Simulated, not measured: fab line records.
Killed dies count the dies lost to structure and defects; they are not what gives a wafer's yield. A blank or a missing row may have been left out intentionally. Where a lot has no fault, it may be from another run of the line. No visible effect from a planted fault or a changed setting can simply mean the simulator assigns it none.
Which tool is to blame?    flow n5Finfet    24 lots, 72 wafers sampled, at 6 steps of a route of 1938

== WHAT THE GAUGES SHOWED, per wafer ==
N5_BEOL_M8_OVL_MEAS_29.
lot   measured      on          V7_OVL (nm)
L074  day 9 08:34   overlay-01  -1.3 -0.9 -0.9
L075  day 9 22:33   overlay-02  0.4 0.0 -0.9
L076  day 10 06:13  overlay-02  -1.3 -1.3 -1.6
L077  day 10 09:31  overlay-01  -1.1 -0.6 -0.7
L078  day 10 14:52  overlay-01  -0.8 -2.1 -0.8
L079  day 10 23:02  overlay-02  -0.9 -0.1 -0.4
L080  day 11 04:41  overlay-02  0.7 0.7 1.1
L081  day 11 09:31  overlay-02  0.3 0.4 0.1
L084  day 11 10:58  overlay-02  0.1 -1.0 -0.8
L082  day 11 18:28  overlay-01  -0.7 0.3 0.0
L083  day 12 01:38  overlay-01  -0.3 -0.6 0.0
L086  day 12 10:26  overlay-01  -0.5 0.1 -0.7
L085  day 12 12:58  overlay-02  -1.1 -0.2 -1.7
L087  day 13 02:18  overlay-01  -1.0 -0.3 -0.3
L088  day 13 03:55  overlay-02  -0.7 -1.0 -0.9
L090  day 13 10:01  overlay-01  -0.5 0.3 -0.3
L089  day 13 11:44  overlay-02  -1.6 -1.5 -0.9
L092  day 13 23:07  overlay-01  -0.1 -0.5 -0.1
L095  day 14 05:13  overlay-01  -0.1 -0.2 -0.1
L093  day 14 09:27  overlay-02  -0.2 0.8 -0.7
L094  day 14 16:53  overlay-01  -0.1 -0.3 0.2
L096  day 14 21:19  overlay-01  0.5 -0.2 0.5
L097  day 15 01:28  overlay-01  0.6 0.4 0.4
L091  day 15 15:19  overlay-02  1.6 1.2 0.1

N5_BEOL_M9_CD_MEAS_28: target cd 70 nm.
lot   measured      on        cdNm (nm)
L074  day 9 17:59   cdSem-01  70.06 70.29 70.48
L075  day 10 08:28  cdSem-03  69.95 70.02 70.62
L076  day 10 12:32  cdSem-03  69.69 69.92 69.47
L077  day 10 17:14  cdSem-01  70.05 70.31 70.05
L078  day 10 21:28  cdSem-02  70.15 70.10 70.16
L079  day 11 06:21  cdSem-03  70.12 70.47 69.60
L080  day 11 12:57  cdSem-01  70.23 70.39 70.18
L081  day 11 16:06  cdSem-01  69.84 70.23 69.71
L084  day 11 18:16  cdSem-02  70.39 70.31 70.43
L082  day 12 01:11  cdSem-01  69.98 69.46 69.62
L083  day 12 10:08  cdSem-03  70.16 70.22 70.45
L086  day 12 17:42  cdSem-02  70.02 70.06 70.26
L085  day 12 20:34  cdSem-02  69.69 69.92 69.84
L087  day 13 11:51  cdSem-03  69.82 70.32 70.59
L088  day 13 11:40  cdSem-02  70.12 70.25 69.90
L090  day 13 18:11  cdSem-01  69.91 70.50 69.83
L089  day 13 18:21  cdSem-01  69.86 70.38 70.21
L092  day 14 06:19  cdSem-01  69.96 69.68 69.91
L095  day 14 12:52  cdSem-02  70.19 70.19 69.79
L093  day 14 17:07  cdSem-02  69.84 69.50 69.46
L094  day 14 23:04  cdSem-01  69.88 70.22 69.30
L096  day 15 03:48  cdSem-02  70.03 70.21 70.09
L097  day 15 10:06  cdSem-02  69.66 70.23 69.50
L091  day 16 00:55  cdSem-03  70.05 70.08 70.11

N5_BEOL_M9_OVL_MEAS_29.
lot   measured      on          V8_OVL (nm)
L074  day 9 18:01   overlay-02  0.6 -1.1 -0.1
L075  day 10 08:32  overlay-01  0.1 1.2 0.0
L076  day 10 12:34  overlay-02  -0.1 0.1 0.3
L077  day 10 17:16  overlay-02  0.3 1.0 0.8
L078  day 10 21:29  overlay-01  -0.8 -0.6 -0.9
L079  day 11 06:23  overlay-01  1.1 -0.2 0.3
L080  day 11 12:59  overlay-01  -1.5 -1.8 -1.4
L081  day 11 16:08  overlay-01  0.2 0.2 0.4
L084  day 11 18:18  overlay-01  -0.3 0.4 0.5
L082  day 12 01:13  overlay-02  -0.6 0.4 0.0
L083  day 12 10:10  overlay-02  -0.1 -0.3 -0.1
L086  day 12 17:44  overlay-02  0.3 -0.5 -0.1
L085  day 12 20:37  overlay-02  0.2 0.6 -0.7
L087  day 13 11:53  overlay-01  -0.2 -0.5 -0.2
L088  day 13 11:43  overlay-01  1.1 1.7 0.6
L090  day 13 18:13  overlay-01  -0.1 -0.5 -1.0
L089  day 13 18:23  overlay-01  -0.9 -0.2 -0.1
L092  day 14 06:22  overlay-02  -0.1 0.7 -0.1
L095  day 14 12:53  overlay-02  -0.2 -0.6 -0.2
L093  day 14 17:09  overlay-01  -0.7 -0.9 0.0
L094  day 14 23:05  overlay-01  0.3 -0.2 0.4
L096  day 15 03:50  overlay-02  0.5 0.2 0.8
L097  day 15 10:08  overlay-01  -0.5 -1.0 -0.4
L091  day 16 00:57  overlay-02  0.2 0.4 0.3

N5_BEOL_M9_THK_MEAS_53: measures by xrf.
lot   measured      on            M9_THK (nm)
L074  day 9 20:52   filmMetro-02  136.7 142.8 138.8
L075  day 10 11:49  filmMetro-02  138.6 134.9 137.8
L076  day 10 16:48  filmMetro-01  137.1 138.1 141.3
L077  day 10 20:03  filmMetro-02  141.1 138.5 139.6
L078  day 11 01:05  filmMetro-01  137.8 137.2 138.8
L079  day 11 09:26  filmMetro-01  138.9 142.4 138.2
L080  day 11 16:45  filmMetro-01  145.3 140.2 145.1
L081  day 11 20:04  filmMetro-01  141.7 144.1 143.4
L084  day 11 20:58  filmMetro-02  138.7 142.7 138.9
L082  day 12 04:29  filmMetro-01  144.4 140.2 142.9
L083  day 12 14:14  filmMetro-01  141.4 139.2 143.3
L086  day 12 21:22  filmMetro-01  141.6 144.3 143.0
L085  day 13 00:46  filmMetro-02  141.0 141.5 135.8
L087  day 13 16:48  filmMetro-02  142.3 142.5 139.5
L088  day 13 15:02  filmMetro-02  138.7 138.8 143.1
L090  day 13 21:10  filmMetro-02  139.4 138.5 141.2
L089  day 13 21:35  filmMetro-01  139.0 140.9 141.6
L092  day 14 09:09  filmMetro-01  140.1 142.1 139.2
L095  day 14 16:44  filmMetro-02  140.5 139.2 139.5
L093  day 14 21:20  filmMetro-01  140.0 134.9 136.7
L094  day 15 02:13  filmMetro-02  141.5 140.2 143.0
L096  day 15 09:30  filmMetro-02  142.3 139.6 138.1
L097  day 15 14:03  filmMetro-01  143.9 136.4 135.0
L091  day 16 04:35  filmMetro-02  137.3 135.7 140.6

== TOOL THAT RAN EACH LOT (tool first, then ch and the chambers of the sampled wafers, then the start) ==
lot   N5_BEOL_M8_ETCH_65                 N5_BEOL_M9_STRIP_67
L074  rieDiel-06 ch 0,1,2, day 9 08:42   rieDiel-05 ch 1,2,3, day 9 14:53
L075  rieDiel-02 ch 1,2, day 9 23:25     rieDiel-04 ch 2,3, day 10 07:35
L076  rieDiel-01 ch 1,2, day 10 06:20    rieDiel-04 ch 0,1, day 10 12:01
L077  rieDiel-02 ch 0,3, day 10 10:00    rieDiel-05 ch 2,3, day 10 16:41
L078  rieDiel-02 ch 0,1,2, day 10 15:00  rieDiel-03 ch 1,2, day 10 19:56
L079  rieDiel-01 ch 0,3, day 10 23:11    rieDiel-04 ch 0,3, day 11 05:42
L080  rieDiel-01 ch 0,3, day 11 05:50    rieDiel-03 ch 2,3, day 11 12:25
L081  rieDiel-01 ch 0,1,3, day 11 10:07  rieDiel-05 ch 0,1,2, day 11 15:27
L084  rieDiel-01 ch 0,1, day 11 11:42    rieDiel-03 ch 0,1,2, day 11 17:01
L082  rieDiel-02 ch 1,3, day 11 18:37    rieDiel-04 ch 1,3, day 11 23:35
L083  rieDiel-02 ch 0,1,3, day 12 02:21  rieDiel-04 ch 1,2,3, day 12 09:29
L086  rieDiel-02 ch 2,3, day 12 10:34    rieDiel-03 ch 1,3, day 12 17:02
L085  rieDiel-06 ch 0,2,3, day 12 13:16  rieDiel-03 ch 1,3, day 12 19:29
L087  rieDiel-01 ch 0,3, day 13 02:27    rieDiel-05 ch 0,1,3, day 13 10:04
L088  rieDiel-01 ch 1,3, day 13 04:29    rieDiel-05 ch 0,2, day 13 10:53
L090  rieDiel-06 ch 0,1,3, day 13 10:13  rieDiel-03 ch 0,2,3, day 13 17:27
L089  rieDiel-06 ch 1,2,3, day 13 11:52  rieDiel-05 ch 0,2,3, day 13 17:34
L092  rieDiel-01 ch 0,3, day 13 23:28    rieDiel-05 ch 1,2, day 14 05:39
L095  rieDiel-06 ch 0,1,3, day 14 05:22  rieDiel-05 ch 0,1,2, day 14 10:04
L093  rieDiel-06 ch 0,2, day 14 09:35    rieDiel-03 ch 0,1,2, day 14 16:14
L094  rieDiel-06 ch 1,2,3, day 14 17:02  rieDiel-03 ch 0,1,3, day 14 22:07
L096  rieDiel-01 ch 0,1,2, day 14 21:29  rieDiel-03 ch 0,1,3, day 15 03:09
L097  rieDiel-02 ch 0,3, day 15 01:57    rieDiel-05 ch 0,2,3, day 15 09:08
L091  rieDiel-06 ch 0,2,3, day 15 16:27  rieDiel-03 ch 0,3, day 15 22:48
- N5_BEOL_M8_ETCH_65: etches SiARC in CF4, target depth 15.6 nm, time 26 s.
- N5_BEOL_M9_STRIP_67: strips in CF4.

== AS READ BY THE TOOLS THEMSELVES (means over the sampled wafers that have a number; for cases with no such wafer, the mark the record gives instead) ==
N5_BEOL_M8_ETCH_65.
lot   tool        chamberPressureMTorr (mTorr)  drypumpMotorCurrentA (A)  etchRfOnTimeS (s)  oesProductAu (a.u.)  rfVppV (V)  showerheadPlenumPTorr (Torr)  throttleValvePct (%)
L074  rieDiel-06  40.04                         5.4                       25.7               0.72                 183.9       2.14                          15.58
L075  rieDiel-02  39.99                         6.2                       25.7               0.64                 185.2       2.22                          15.58
L076  rieDiel-01  40.00                         5.2                       26.3               0.62                 184.8       2.21                          15.82
L077  rieDiel-02  40.01                         5.6                       25.5               0.74                 184.2       2.20                          15.30
L078  rieDiel-02  40.00                         6.0                       25.8               0.68                 184.6       2.23                          15.49
L079  rieDiel-01  39.98                         5.8                       26.2               0.62                 184.4       2.11                          15.82
L080  rieDiel-01  39.97                         5.8                       26.2               0.62                 183.0       2.10                          15.84
L081  rieDiel-01  40.03                         5.8                       26.3               0.65                 184.2       2.17                          15.67
L084  rieDiel-01  40.04                         5.6                       26.4               0.64                 184.0       2.11                          15.76
L082  rieDiel-02  39.98                         6.3                       25.9               0.60                 184.0       2.15                          15.68
L083  rieDiel-02  40.01                         6.0                       25.5               0.67                 183.9       2.17                          15.49
L086  rieDiel-02  39.98                         6.0                       25.6               0.64                 184.4       2.17                          15.53
L085  rieDiel-06  40.00                         5.8                       25.7               0.66                 184.8       2.14                          15.80
L087  rieDiel-01  40.03                         5.8                       26.4               0.60                 184.0       2.10                          15.86
L088  rieDiel-01  39.97                         5.8                       26.0               0.66                 185.7       2.23                          15.56
L090  rieDiel-06  39.98                         5.7                       26.0               0.69                 184.0       2.10                          15.61
L089  rieDiel-06  40.02                         5.6                       26.3               0.65                 184.0       2.14                          15.82
L092  rieDiel-01  39.99                         5.8                       26.3               0.60                 183.3       2.10                          15.89
L095  rieDiel-06  39.96                         5.7                       26.0               0.68                 184.0       2.10                          15.63
L093  rieDiel-06  40.03                         5.5                       25.9               0.64                 183.7       2.16                          15.87
L094  rieDiel-06  40.00                         5.6                       26.3               0.64                 184.3       2.14                          15.84
L096  rieDiel-01  39.96                         5.4                       26.0               0.68                 184.4       2.15                          15.69
L097  rieDiel-02  40.01                         5.6                       25.8               0.69                 185.8       2.19                          15.37
L091  rieDiel-06  39.99                         5.8                       26.2               0.63                 184.7       2.13                          15.86

N5_BEOL_M9_STRIP_67.
lot   tool        chamberPressureMTorr (mTorr)  drypumpMotorCurrentA (A)  oesProductAu (a.u.)  rfVppV (V)  showerheadPlenumPTorr (Torr)  throttleValvePct (%)
L074  rieDiel-05  50.02                         5.3                       0.80                 272.8       1.85                          13.46
L075  rieDiel-04  49.98                         5.6                       0.73                 270.4       1.77                          13.58
L076  rieDiel-04  50.01                         5.7                       0.80                 270.1       1.76                          13.73
L077  rieDiel-05  50.04                         5.4                       0.79                 272.7       1.84                          13.51
L078  rieDiel-03  50.00                         6.1                       0.76                 269.9       1.74                          13.58
L079  rieDiel-04  49.95                         6.2                       0.73                 270.6       1.76                          13.63
L080  rieDiel-03  49.99                         6.2                       0.85                 272.0       1.85                          13.50
L081  rieDiel-05  50.01                         5.7                       0.83                 272.6       1.83                          13.51
L084  rieDiel-03  49.96                         5.8                       0.76                 271.2       1.77                          13.65
L082  rieDiel-04  50.02                         5.6                       0.78                 270.1       1.74                          13.77
L083  rieDiel-04  49.99                         5.4                       0.74                 270.9       1.77                          13.69
L086  rieDiel-03  50.00                         6.0                       0.82                 272.8       1.83                          13.63
L085  rieDiel-03  50.01                         6.0                       0.76                 270.1       1.77                          13.65
L087  rieDiel-05  50.01                         5.7                       0.86                 270.3       1.80                          13.42
L088  rieDiel-05  50.00                         5.7                       0.81                 272.5       1.83                          13.58
L090  rieDiel-03  49.97                         5.9                       0.80                 272.2       1.83                          13.66
L089  rieDiel-05  50.00                         5.7                       0.85                 271.4       1.79                          13.46
L092  rieDiel-05  49.98                         5.3                       0.81                 273.5       1.88                          13.45
L095  rieDiel-05  50.00                         5.7                       0.80                 271.9       1.83                          13.58
L093  rieDiel-03  50.02                         5.8                       0.73                 271.7       1.76                          13.70
L094  rieDiel-03  50.01                         5.8                       0.75                 270.7       1.79                          13.75
L096  rieDiel-03  50.00                         5.8                       0.75                 271.0       1.79                          13.76
L097  rieDiel-05  49.99                         5.7                       0.83                 270.6       1.79                          13.51
L091  rieDiel-03  50.00                         5.6                       0.75                 271.3       1.82                          13.82

== THE ANSWER, worked out from the rows above alone ==
Rule: what is usual is taken from the lots themselves. The widest of any qualifying gaps counts: lots, ordered by their means at a reading, are off when they make up no more than a third of the lots, leave a main group of 4 or more, and stand apart from it by 3 or more times the standard deviation of that group's means. The tables above print the reading to a certain number of digits; a main group whose means all agree to those digits is not used. A lot without any number at a reading at which 4 lots or more have one is off too. All remaining lots with rows at the step are treated as sound. Order of review: gauges by route order, followed by the tools' own readings, for which a lot's mean as printed above is used. The first step at which some lot is off is used, and at that step the reading that is off furthest; a lot without a number counts as furthest.
No lot is off on any of the readings shown, so nothing can be concluded from this.

== WHAT WAS PUT IN BY THE SIMULATOR ==
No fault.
